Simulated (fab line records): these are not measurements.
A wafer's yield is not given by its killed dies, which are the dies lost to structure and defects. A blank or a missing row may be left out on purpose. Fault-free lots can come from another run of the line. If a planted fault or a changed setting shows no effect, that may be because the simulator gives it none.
Split-lot study -- flow n5_finfet -- 21 wafers read from 7 lots, route of 1938 steps

## SPLIT DETAILS
At N5_SD_EPI_P_EPI_21 (deposits SiGe:B, time 355 s), the setting epi_growth_time_s was moved away from the recipe's 355 s on 8 of the 21 wafers read, by -7.0% to +9.5%. For the rest of the wafers, this setting stayed at what the recipe calls for.

## FROM THE SPLIT TO THE READING: what the file shows between them, 8 steps
- N5_SD_EPI_P_EPI_MEAS_23
- N5_SD_EPI_P_HM_STRIP_48: strips SiNx in H3PO4, material SiNx, target depth 3 nm
- N5_SD_EPI_P_SRD_49: time 30 s
- N5_SD_EPI_P_PRECLEAN_24: cleans in O3/DIW, time 45 s
- N5_SD_EPI_P_PRECLEAN_32: cleans in dHF, time 10 s
- N5_SD_EPI_P_PRECLEAN_33: cleans in SC2, time 45 s
- N5_SD_ACTIVATION_RTA_00: time 0 s
- N5_SD_ACTIVATION_LSA_01: time 0.0008 s

## THE READING
At N5_SD_ACTIVATION_RS_MEAS_03, a four-point-probe measurement gives RS_SD_P in ohm/sq. Fault-free wafers of this fab line usually give 56.4 ohm/sq, standard deviation 0.96 ohm/sq.

wafer,"tool, chamber at the split","epi_growth_time_s as run, s",against the recipe,"RS_SD_P, ohm/sq",against lot-mates on the recipe
L074.3,"epi_rpcvd-03, 0",355,recipe,57.5,-
L074.5,"epi_rpcvd-03, 0",355,recipe,57.9,-
L074.6,"epi_rpcvd-03, 0",355,recipe,58.1,-
L076.1,"epi_rpcvd-03, 0",355,recipe,55.5,-
L076.2,"epi_rpcvd-03, 0",388.8,+9.5%,52.7,-2.8
L076.5,"epi_rpcvd-03, 0",388.8,+9.5%,52.3,-3.2
L081.1,"epi_rpcvd-01, 0",355,recipe,56.0,-
L081.2,"epi_rpcvd-01, 0",355,recipe,56.2,-
L081.6,"epi_rpcvd-01, 0",378,+6.5%,53.1,-3.0
L083.1,"epi_rpcvd-03, 0",355,recipe,56.1,-
L083.3,"epi_rpcvd-03, 0",355,recipe,55.1,-
L083.4,"epi_rpcvd-03, 0",355,recipe,56.0,-
L086.2,"epi_rpcvd-03, 0",367,+3.4%,54.7,-1.6
L086.5,"epi_rpcvd-03, 0",367,+3.4%,53.8,-2.5
L086.6,"epi_rpcvd-03, 0",355,recipe,56.3,-
L087.3,"epi_rpcvd-03, 0",355,recipe,57.4,-
L087.4,"epi_rpcvd-03, 0",375.4,+5.7%,56.3,-1.1
L087.5,"epi_rpcvd-03, 0",375.4,+5.7%,56.8,-0.6
L092.1,"epi_rpcvd-02, 0",330.3,-7.0%,59.0,+3.1
L092.5,"epi_rpcvd-02, 0",355,recipe,55.9,-
L092.6,"epi_rpcvd-02, 0",355,recipe,55.9,-

THE FIT
A straight line over all 21 wafers: RS_SD_P changes by -0.358 ohm/sq for each +1% of epi_growth_time_s; r = -0.78; the points scatter about the line by 1.1 ohm/sq.
The same after taking each lot's own level away (the mean of its wafers on the recipe; 21 wafers): -0.342 ohm/sq for each +1%; r = -0.91; scatter 0.6 ohm/sq.
Per that fit: largest epi_growth_time_s move, reading shift of 3.3 ohm/sq.
From 55.50 to 57.83 ohm/sq: that is the span of the lots' own levels, equal to 2.4 times the standard deviation above.
So the lot-to-lot level blurs the effect unless lot-mates are compared.
Check: for one of the wafers moved furthest among these (+9.5%), held out of the fit, the line's prediction against its lot-mates is -3.35 ohm/sq. Against them it came out at -2.8 ohm/sq.

## ADDITIONAL SPLITS CARRIED BY THESE WAFERS
These wafers also went through other splits before the reading. Each is held against what the fit with the lots' levels taken away leaves over:
other split on the same wafers,wafers away from the commonest value,r with RS_SD_P (lot level and that fit taken away)
N5_PMOS_HMC_CHANNEL_EPI_HM_DEP_34 time_s,7,+0.13
N5_PMOS_HMC_CHANNEL_EPI_ETCH_32 bias_w,3,-0.40
N5_FIN_SAQP_SPACER1_ALD_24 ald_cycles,8,-0.05
N5_FIN_CUT_EXPOSE_05 dose_mj,5,-0.32
N5_FIN_CUT_ETCH_21 bias_w,7,-0.03
N5_DUMMY_GATE_ETCH_31 target_depth_a,7,-0.05
N5_DUMMY_GATE_ETCH_32 time_s,6,-0.42
N5_SD_EPI_P_ETCH_16 target_depth_a,7,-0.28

## THE WHOLE CHAIN: every reading that the file lists as answering this split, in the file's order
step,what it does,reading,change (the file's fit),r (the file's)
N5_SD_EPI_P_EPI_21,"deposits SiGe:B, time 355 s","SiGe-B_of_SD_EPI_P_EPI_21.thk_nm (the simulator's own value, which no gauge read)",+0.433 nm for each +1% of the setting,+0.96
N5_SD_EPI_P_EPI_MEAS_23,,thk_nm,withheld for each +1% of the setting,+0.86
N5_SD_EPI_P_PRECLEAN_24,"cleans in O3/DIW, time 45 s","SiGe-B_of_SD_EPI_P_EPI_21.thk_nm (the simulator's own value, which no gauge read)",+0.421 nm for each +1% of the setting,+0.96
N5_SD_ACTIVATION_RS_MEAS_03,measures by four-point-probe,RS_SD_P,-0.365 for each +1% of the setting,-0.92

## THE FILE'S OWN FIT
RS_SD_P changes by -0.365 ohm/sq for each +1% of epi_growth_time_s, r = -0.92.
